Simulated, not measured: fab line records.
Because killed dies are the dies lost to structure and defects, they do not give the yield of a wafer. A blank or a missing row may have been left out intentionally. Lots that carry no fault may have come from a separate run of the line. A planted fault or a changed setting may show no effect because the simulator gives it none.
fab line records | flow nand_harc
[record] lots = 7 | wafers = 21 | last_day = 24
route steps=1159 shown THIN_TSV@1117
lots untouched by any fault: they come from a run of this same line in which no faults occurred
start_h: hours from the record's first day to the start of the lot's first wafer shown | wait_h: how many hours have passed since the lot's step before this one | " the same as in the row above | L1.1+2: several wafers, shown together as one row | - no value, or no start was given | * or withheld: withheld | < > ~ a bound
route shown NAME@n: NAME is a module with steps in the file, n the number in the route of the first one | usual: average and standard deviation across the fault-free wafers | same: alike in all rows | chamber/n: place in a boat | sites: readings site by site | _std_site: standard deviation across them | _edge_site: the outer-site mean with the inner-site mean subtracted | radius_mm: how far each site lies from the wafer's centre | mask NAME#n: copy n | behind: the tool/chamber that last shaped the wafer | hold: why the lot went on hold/how many hours it stayed there/how the hold came to an end | device: names the non-switching transistor (n, p or np) | end of line: the route-end tests of the same wafers | for a step that has no rows: nothing shown but its recipe | killed: dies that structure and defects cost at the first sort, which is not the same as the wafer's yield | map: per-die view of a wafer (x killed, . not killed, _ where there is no die)
set.NAME: setting as actually run; set.NAME@STEP: the setting as run at that earlier step | model.NAME: the simulator's own value behind a step, which no gauge read
lots at selected steps of the route; one table per step, one row per wafer
services: the hour from which a tool's chamber was out of use, counted from the record's first day as start_h (under 0 if before that day), plus the number of hours and why
[[steps]]
[step NHARC_THIN_TSV_HARDBAKE_13]
[recipe] temp_c = 125 | time_s = 80
[step NHARC_THIN_TSV_DESCUM_14]
[recipe] time_s = 3 | o2_flow_sccm = 200 | ar_flow_sccm = 0 | bias_power_w = 0 | chemistry = O2
[usual] drypump_motor_current_A = 5.7/0.42 | oes_product_au = 1.004/0.012 | rf_vpp_V = 57.7/0.89 | showerhead_plenum_p_Torr = 1.90/0.087 | throttle_valve_pct = 11.312/0.0086
lot.wafer | tool        | chamber | start_h | wait_h | drypump_motor_current_A | oes_product_au | rf_hours_counter_h | rf_vpp_V | showerhead_plenum_p_Torr | throttle_valve_pct
L180.4    | rie_diel-08 | 3       | 437.29  | -      | 5.4                     | 1.005          | 13                 | 58.6     | 1.84                     | 11.300
L180.2    | "           | 0       | "       | "      | 6.4                     | 0.994          | 13                 | 58.8     | 2.00                     | 11.319
L180.5    | "           | 1       | "       | "      | 6.2                     | 1.015          | -                  | 55.8     | 1.89                     | 11.318
L183.1    | rie_diel-02 | 0       | 439.83  | -      | 5.5                     | 0.998          | 9                  | 59.2     | 1.95                     | 11.320
L183.2    | "           | 1       | "       | "      | 5.8                     | 1.000          | 8                  | 57.3     | 1.95                     | 11.302
L183.5    | "           | 1       | "       | "      | 5.7                     | 1.000          | -                  | 59.1     | 1.95                     | 11.306
L195.4    | rie_diel-08 | 2       | 535.93  | -      | 5.2                     | 1.028          | 5                  | 58.2     | 1.80                     | 11.323
L195.2    | "           | 3       | "       | "      | 5.4                     | 0.997          | 5                  | 57.8     | 1.83                     | 11.310
L195.5    | "           | 2       | "       | "      | 5.2                     | 1.019          | -                  | 56.0     | 1.80                     | 11.303
L196.3    | rie_diel-02 | 1       | 537.11  | -      | 5.7                     | 1.014          | 1                  | 57.3     | 1.95                     | 11.314
L196.1    | "           | 2       | "       | "      | 5.6                     | 1.010          | 1                  | 57.5     | 2.00                     | 11.328
L196.4    | "           | 3       | "       | "      | 4.8                     | 1.015          | -                  | 59.6     | 2.01                     | 11.314
L194.3    | rie_diel-08 | 1       | 539.08  | -      | 6.2                     | 1.003          | 7                  | 57.5     | 1.89                     | 11.314
L194.1    | "           | 2       | "       | "      | 5.2                     | 1.013          | 6                  | 57.0     | 1.80                     | 11.307
L194.6    | "           | 0       | "       | "      | 6.4                     | 1.019          | -                  | 58.5     | 2.00                     | 11.324
L200.3    | rie_diel-13 | 0       | 546.10  | -      | 5.9                     | 0.998          | 4                  | 58.7     | 1.78                     | 11.310
L200.5    | "           | 3       | "       | "      | 5.9                     | 1.009          | -                  | 58.7     | 1.95                     | 11.314
L200.6    | "           | 0       | "       | "      | 5.9                     | 1.004          | -                  | 57.3     | 1.78                     | 11.304
L201.2    | rie_diel-13 | 1       | 551.70  | -      | 5.8                     | 0.982          | 5                  | 57.3     | 1.99                     | 11.302
L201.6    | "           | 2       | "       | "      | 6.1                     | 1.022          | -                  | 58.6     | 1.77                     | 11.309
L201.5    | "           | 3       | "       | "      | 5.9                     | 1.005          | -                  | 57.9     | 1.95                     | 11.304
[step NHARC_THIN_TSV_ETCH_44]
[recipe] target_depth_a = 15942 | time_s = 797.1 | cf4_flow_sccm = 150 | o2_flow_sccm = 10 | ar_flow_sccm = 0 | rf_w = 300 | bias_w = 800 | chemistry = CF4/O2
[step NHARC_THIN_TSV_ETCH_15]
[recipe] target_depth_a = 30000 | bosch_target_overetch_cycles = 2 | bosch_etch_step_s = 2.8 | bosch_dep_step_s = 1.2 | bosch_cycles = 14
[step NHARC_THIN_TSV_CD_MEAS_16]
[usual] cd_nm = 1000.7/2.5
lot.wafer | tool      | chamber | start_h | wait_h | cd_nm
L180.2    | cd_sem-01 | -       | 438.09  | 0.1    | 994.9
L180.4    | "         | -       | "       | "      | 997.3
L180.5    | "         | -       | "       | "      | 1001.5
L183.1    | cd_sem-02 | -       | 440.65  | 0.1    | 1004.0
L183.2    | "         | -       | "       | "      | 1002.9
L183.5    | "         | -       | "       | "      | 1002.1
L195.2    | cd_sem-01 | -       | 536.72  | 0.1    | 997.8
L195.4    | "         | -       | "       | "      | 1000.2
L195.5    | "         | -       | "       | "      | 999.2
L196.1    | cd_sem-01 | -       | 538.27  | 0.3    | 999.7
L196.3    | "         | -       | "       | "      | 1000.6
L196.4    | "         | -       | "       | "      | 996.6
L194.1    | cd_sem-01 | -       | 539.86  | 0.1    | 999.5
L194.3    | "         | -       | "       | "      | 1000.0
L194.6    | "         | -       | "       | "      | 1003.0
L200.3    | cd_sem-03 | -       | 546.93  | 0.1    | 1001.2
L200.5    | "         | -       | "       | "      | 1000.1
L200.6    | "         | -       | "       | "      | 1000.7
L201.2    | cd_sem-03 | -       | 552.48  | 0.1    | 999.2
L201.5    | "         | -       | "       | "      | 1002.8
L201.6    | "         | -       | "       | "      | 1002.4
[step NHARC_THIN_TSV_STRIP_45]
[recipe] power_w = 1500 | temp_c = 250 | chemistry = O2
[step NHARC_THIN_TSV_STRIP_46]
[recipe] time_s = 1200 | temp_c = 72.5 | chemistry = post_etch_residue_remover
[step NHARC_THIN_TSV_DEP_47]
[recipe] target_thk_a = 2000 | temp_c = withheld | pressure_torr = 6.5 | rf_w = 900 | teos_flow_sccm = 161.4 | flow_sccm = 2650 | target_thk_nm = 200 | gas = O2 | material = SiO2
[step NHARC_THIN_TSV_ETCHBACK_48]
[recipe] target_depth_a = 10285 | over_etch_frac = 0.3 | time_s = 405.17 | ion_energy_ev = 250 | c4f8_flow_sccm = withheld | ar_flow_sccm = withheld | rf_w = 600 | bias_w = 300 | chemistry = C4F8/Ar
[usual] bias_w = 300.1/0.95 | oes_product_au = 0.96/0.034 | rf_vpp_V = 547/3.4
lot.wafer | tool        | chamber | start_h | wait_h | bias_w | oes_product_au | rf_hours_counter_h | rf_vpp_V
L180.4    | rie_diel-13 | 1       | 440.10  | -      | 299.9  | 0.98           | 9                  | 550
L180.2    | "           | 2       | "       | "      | 299.6  | 0.98           | 9                  | 542
L180.5    | "           | 0       | "       | "      | 300.8  | 0.99           | -                  | 543
L183.2    | rie_diel-08 | 2       | 441.98  | -      | 299.7  | 0.92           | 14                 | 543
L183.1    | "           | 3       | "       | "      | 300.6  | 0.94           | 13                 | 545
L183.5    | "           | 3       | "       | "      | 300.6  | 0.93           | -                  | 545
L195.4    | rie_diel-08 | 2       | 538.07  | -      | 300.3  | 0.94           | 6                  | 543
L195.2    | "           | 3       | "       | "      | 299.5  | 0.92           | 6                  | 544
L195.5    | "           | 2       | "       | "      | 299.8  | 0.95           | -                  | 540
L196.3    | rie_diel-02 | 1       | 539.55  | -      | 302.0  | 0.93           | 2                  | 548
L196.1    | "           | 3       | "       | "      | 300.9  | 0.93           | 2                  | 551
L196.4    | "           | 3       | "       | "      | 299.7  | 0.92           | -                  | 551
L194.1    | rie_diel-02 | 3       | 541.18  | -      | 300.9  | 0.97           | 2                  | 551
L194.3    | "           | 1       | "       | "      | 300.4  | 0.99           | 2                  | 548
L194.6    | "           | 1       | "       | "      | 299.3  | 0.99           | -                  | 547
L200.3    | rie_diel-13 | 2       | 549.12  | -      | 301.6  | 0.95           | 4                  | 542
L200.6    | "           | 1       | "       | "      | 300.7  | 0.93           | -                  | 549
L200.5    | "           | 2       | "       | "      | 300.6  | 0.95           | -                  | 542
L201.2    | rie_diel-02 | 1       | 553.79  | -      | 301.0  | 0.94           | 3                  | 548
L201.6    | "           | 1       | "       | "      | 300.7  | 0.94           | -                  | 550
L201.5    | "           | 2       | "       | "      | 301.3  | 0.93           | -                  | 550
[step NHARC_THIN_TSV_STRIP_62]
[recipe] power_w = 1500 | temp_c = 250 | time_s = 20 | chemistry = N2/H2
[usual] drypump_motor_current_A = 5.6/0.34 | heater_power_w = 314/18 | temp_c = 250.02/0.19
lot.wafer | tool            | chamber | start_h | wait_h | drypump_motor_current_A | heater_power_w | rf_hours_counter_h | temp_c
L180.2    | plasma_asher-01 | 0       | 440.42  | -      | 5.3                     | 349            | 53                 | 250.33
L180.4    | "               | 0       | "       | "      | 5.3                     | 343            | -                  | 250.36
L180.5    | "               | 0       | "       | "      | 5.4                     | 344            | -                  | 250.26
L183.2    | plasma_asher-02 | 0       | 442.34  | -      | 5.3                     | 322            | 23                 | 249.81
L183.1    | "               | 1       | "       | "      | 5.7                     | 292            | 23                 | 250.09
L183.5    | "               | 1       | "       | "      | 5.7                     | 300            | -                  | 250.07
L195.2    | plasma_asher-01 | 0       | 538.93  | -      | 5.3                     | 337            | 26                 | 249.76
L195.4    | "               | 0       | "       | "      | 5.3                     | 347            | -                  | 250.05
L195.5    | "               | 0       | "       | "      | 5.3                     | 332            | -                  | 249.90
L196.1    | plasma_asher-01 | 1       | 540.22  | -      | 6.1                     | 295            | 27                 | 250.07
L196.4    | "               | 1       | "       | "      | 6.1                     | 302            | -                  | 250.12
L196.3    | "               | 0       | "       | "      | 5.4                     | 339            | -                  | 249.86
L194.1    | plasma_asher-01 | 1       | 542.87  | -      | 6.1                     | 292            | 30                 | 249.99
L194.3    | "               | 0       | "       | "      | 5.3                     | 338            | -                  | 250.19
L194.6    | "               | 0       | "       | "      | 5.3                     | 339            | -                  | 250.19
L200.3    | plasma_asher-02 | 1       | 549.48  | -      | 5.7                     | 293            | -                  | 250.10
L200.6    | "               | 1       | "       | "      | 5.6                     | 295            | -                  | 250.02
L200.5    | "               | 0       | "       | "      | 5.2                     | 308            | -                  | 249.63
L201.2    | plasma_asher-02 | 0       | 554.19  | -      | 5.3                     | 313            | 3                  | 250.19
L201.6    | "               | 1       | "       | "      | 5.7                     | 294            | -                  | 250.04
L201.5    | "               | 0       | "       | "      | 5.3                     | 310            | -                  | 249.90
[step NHARC_THIN_TSV_DEGAS_49]
[recipe] temp_c = 300 | time_s = 120
[step NHARC_THIN_TSV_PRE_CLEAN_50]
[recipe] time_s = 30 | temp_c = 280 | gas = H2/He
[usual] heater_power_w = 401/26
lot.wafer | tool           | chamber | start_h | wait_h | heater_power_w
L180.2    | pvd_sputter-01 | -       | -       | -      | 419
L180.4    | "              | -       | "       | "      | 398
L180.5    | "              | -       | "       | "      | 411
L183.1    | pvd_sputter-02 | -       | -       | -      | 409
L183.2    | "              | -       | "       | "      | 408
L183.5    | "              | -       | "       | "      | 404
L195.2    | pvd_sputter-03 | -       | -       | -      | 382
L195.4    | "              | -       | "       | "      | 463
L195.5    | "              | -       | "       | "      | 384
L196.3    | pvd_sputter-02 | -       | -       | -      | 391
L196.1    | "              | -       | "       | "      | 420
L196.4    | "              | -       | "       | "      | 399
L194.1    | pvd_sputter-02 | -       | -       | -      | 407
L194.3    | "              | -       | "       | "      | 401
L194.6    | "              | -       | "       | "      | 408
L200.3    | pvd_sputter-03 | -       | -       | -      | 464
L200.5    | "              | -       | "       | "      | 472
L200.6    | "              | -       | "       | "      | 381
L201.2    | pvd_sputter-01 | -       | -       | -      | 374
L201.5    | "              | -       | "       | "      | 383
L201.6    | "              | -       | "       | "      | 369
[step NHARC_THIN_TSV_PVD_19]
[recipe] target_thk_a = 200 | chamber_pressure_pa = 5 | material = TaN
[usual] chamber_pressure_pa = 5.000/0.0091 | throttle_valve_pct = 29.6/1.4
lot.wafer | tool           | chamber | start_h | wait_h | chamber_pressure_pa | throttle_valve_pct
L180.2    | pvd_sputter-01 | -       | 440.77  | -      | 4.995               | 29.8
L180.4    | "              | -       | "       | "      | 4.998               | 29.2
L180.5    | "              | -       | "       | "      | 5.008               | 30.5
L183.2    | pvd_sputter-02 | -       | 442.68  | -      | 4.998               | 32.3
L183.1    | "              | -       | "       | "      | 5.000               | 29.6
L183.5    | "              | -       | "       | "      | 4.993               | 29.4
L195.2    | pvd_sputter-03 | -       | 539.23  | -      | -                   | -
L195.4    | "              | -       | "       | "      | -                   | -
L195.5    | "              | -       | "       | "      | -                   | -
L196.4    | pvd_sputter-02 | -       | 540.53  | -      | -                   | -
L196.3    | "              | -       | "       | "      | -                   | -
L196.1    | "              | -       | "       | "      | -                   | -
L194.1    | pvd_sputter-02 | -       | 543.20  | -      | -                   | -
L194.3    | "              | -       | "       | "      | -                   | -
L194.6    | "              | -       | "       | "      | -                   | -
L200.3    | pvd_sputter-03 | -       | 549.77  | -      | 5.000               | 29.5
L200.5    | "              | -       | "       | "      | 5.003               | 30.4
L200.6    | "              | -       | "       | "      | 4.988               | 29.7
L201.2    | pvd_sputter-01 | -       | 554.50  | -      | 5.001               | 29.9
L201.5    | "              | -       | "       | "      | 5.000               | 28.7
L201.6    | "              | -       | "       | "      | 5.004               | 29.9
[step NHARC_THIN_TSV_PVD_51]
[recipe] target_thk_a = 1000 | chamber_pressure_pa = 5 | material = Cu
[usual] chamber_pressure_pa = 5.001/0.009 | throttle_valve_pct = 29.6/1.3
lot.wafer | tool           | chamber | start_h | wait_h | chamber_pressure_pa | throttle_valve_pct
L180.4    | pvd_sputter-01 | -       | -       | -      | 5.001               | 30.5
L180.2    | "              | -       | "       | "      | 4.988               | 28.0
L180.5    | "              | -       | "       | "      | 5.003               | 28.0
L183.1    | pvd_sputter-02 | -       | -       | -      | 5.007               | 27.5
L183.2    | "              | -       | "       | "      | 5.010               | 29.8
L183.5    | "              | -       | "       | "      | 4.998               | 27.6
L195.4    | pvd_sputter-03 | -       | -       | -      | 4.994               | 29.9
L195.2    | "              | -       | "       | "      | 4.995               | 29.7
L195.5    | "              | -       | "       | "      | 4.994               | 29.9
L196.1    | pvd_sputter-02 | -       | -       | -      | 4.998               | 29.8
L196.3    | "              | -       | "       | "      | 5.009               | 29.8
L196.4    | "              | -       | "       | "      | 5.004               | 32.2
L194.3    | pvd_sputter-02 | -       | -       | -      | 5.004               | 32.1
L194.1    | "              | -       | "       | "      | 5.009               | 27.7
L194.6    | "              | -       | "       | "      | 4.995               | 29.7
L200.3    | pvd_sputter-03 | -       | -       | -      | 5.008               | 29.9
L200.6    | "              | -       | "       | "      | 5.007               | 30.5
L200.5    | "              | -       | "       | "      | 5.016               | 29.8
L201.2    | pvd_sputter-01 | -       | -       | -      | 4.994               | 27.7
L201.6    | "              | -       | "       | "      | 5.008               | 30.0
L201.5    | "              | -       | "       | "      | 5.014               | 29.0
[[services]]
tool            | chamber | start_h | hours | kind
rie_diel-08     | 0       | 416.27  | -     | clean
rie_diel-08     | 1       | 416.27  | -     | clean
rie_diel-08     | 2       | 416.27  | -     | clean
rie_diel-08     | 3       | 416.27  | -     | clean
rie_diel-02     | 0       | 434.81  | -     | clean
rie_diel-02     | 1       | 434.81  | -     | clean
rie_diel-02     | 2       | 434.81  | -     | clean
rie_diel-02     | 3       | 434.81  | -     | clean
rie_diel-08     | 0       | 440.77  | -     | clean
rie_diel-08     | 1       | 440.77  | -     | clean
rie_diel-08     | 2       | 440.77  | -     | clean
plasma_asher-01 | -       | 453.00  | 9.0   | pm
pvd_sputter-03  | -       | 458.00  | 10.0  | pm
rie_diel-08     | 3       | 471.99  | 20.8  | repair
rie_diel-13     | 2       | 472.10  | 4.7   | repair
pvd_sputter-02  | -       | 478.67  | 1.3   | repair
rie_diel-13     | -       | 480.02  | 9.0   | pm
rie_diel-02     | -       | 484.34  | 0.2   | repair
rie_diel-08     | -       | 486.27  | 9.0   | pm
rie_diel-02     | -       | 504.70  | 9.0   | pm
pvd_sputter-01  | -       | 514.00  | 10.0  | pm
rie_diel-02     | 0       | 527.82  | 34.6  | repair
plasma_asher-02 | -       | 537.56  | 9.0   | pm
pvd_sputter-02  | -       | 551.19  | 6.5   | repair
[[key]]
[first_sign] step = NHARC_THIN_TSV_PVD_19 | reading = tool_record | direction = missing
effect none on later readings
met_at NHARC_THIN_TSV_PVD_19
struck_wafers L194.1,L194.3,L194.6,L195.2,L195.4,L195.5,L196.1,L196.3,L196.4
later_rows_left_out L194.1,L194.3,L194.6,L195.2,L195.4,L195.5,L196.1,L196.3,L196.4
sort_left_out L194.1,L194.3,L194.6,L195.2,L195.4,L195.5,L196.1,L196.3,L196.4
onset_between 442.68 539.23
[fault] kind = skipped_step_whole | tool = pvd_sputter-02,pvd_sputter-03 | chamber = - | onset_h = 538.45 | steps = NHARC_THIN_TSV_PVD_19 | scope = struck_lots_only
// sort_left_out: the simulated sort isn't trusted on such a fault, so these wafers' sort isn't shown, and their yield isn't known
// later_rows_left_out: the simulator's readings of these wafers behind a module that went badly wrong aren't trusted and aren't shown, but for the sort
